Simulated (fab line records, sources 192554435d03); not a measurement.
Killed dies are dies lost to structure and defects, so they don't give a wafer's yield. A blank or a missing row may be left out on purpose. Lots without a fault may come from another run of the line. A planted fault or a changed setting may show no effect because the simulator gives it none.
Chamber matching | flow n5_finfet | N5_BEOL_M15_TRENCH_ETCH_34 on rie_diel-01: 4 sister chambers
The step etches SiO2 in C4F8/O2/Ar, target depth 872.93 nm, time 199 s. 14 wafers are shown with their chamber, then 7 later ones without.

WAFERS WITH THEIR CHAMBER
wafer  | chamber | rf_vpp_V (V) | drypump_motor_current_A (A) | showerhead_plenum_p_Torr (Torr)
L291.2 | 2       | 2245         | 5.4                         | 3.45
L291.4 | 1       | 2244         | 5.6                         | 3.38
L291.6 | 2       | 2244         | 5.4                         | 3.45
L294.1 | 3       | 2188         | 6.3                         | 3.39
L294.3 | 2       | 2244         | 5.4                         | 3.45
L297.3 | 2       | 2242         | 5.4                         | 3.45
L297.5 | 3       | 2189         | 6.3                         | 3.39
L297.6 | 0       | 2239         | 5.9                         | 3.37
L296.1 | 2       | 2243         | 5.4                         | 3.44
L296.2 | 3       | 2189         | 6.3                         | 3.38
L300.1 | 1       | 2243         | 5.5                         | 3.38
L300.3 | 0       | 2239         | 6.0                         | 3.37
L301.2 | 1       | 2242         | 5.6                         | 3.37
L301.4 | 3       | 2188         | 6.3                         | 3.38

SIGNATURES (means of the wafers above)
reading                  | chamber 0 | chamber 1 | chamber 2 | chamber 3 | scatter within a chamber
rf_vpp_V                 | 2239.00   | 2243.00   | 2243.60   | 2188.50   | 0.906
drypump_motor_current_A  | 5.950     | 5.567     | 5.400     | 6.300     | 0.0342
showerhead_plenum_p_Torr | 3.3700    | 3.3767    | 3.4480    | 3.3850    | 0.00497
Rule: a wafer's distance from a chamber is the root of the sum, over the readings, of the square of ((its reading less the chamber's mean) divided by the reading's scatter). The wafer belongs to the nearest chamber; if the next one is less than 2 further off, it can't be placed. The scatter: the root of (the sum of the squares of (reading less its chamber's mean) over the shown wafers, divided by (wafers less chambers)).

WAFERS WITHOUT THEIR CHAMBER
wafer  | rf_vpp_V (V) | drypump_motor_current_A (A) | showerhead_plenum_p_Torr (Torr)
L301.5 | 2243         | 5.4                         | 3.44
L311.1 | 2242         | 5.4                         | 3.43
L311.2 | 2187         | 6.3                         | 3.37
L311.3 | 2241         | 5.5                         | 3.36
L313.1 | 2238         | 5.9                         | 3.36
L313.3 | 2187         | 6.3                         | 3.36
L313.5 | 2242         | 5.4                         | 3.42

WHICH CHAMBER EACH WENT THROUGH
wafer  | from the rows above | in truth
L301.5 | 2                   | 2
L311.1 | 2                   | 2
L311.2 | 3                   | 3
L311.3 | 1                   | 1
L313.1 | 0                   | 0
L313.3 | 3                   | 3
L313.5 | 2                   | 2
Placed correctly: 7 of 7. Can't be placed from these rows: 0. Placed wrongly: 0.
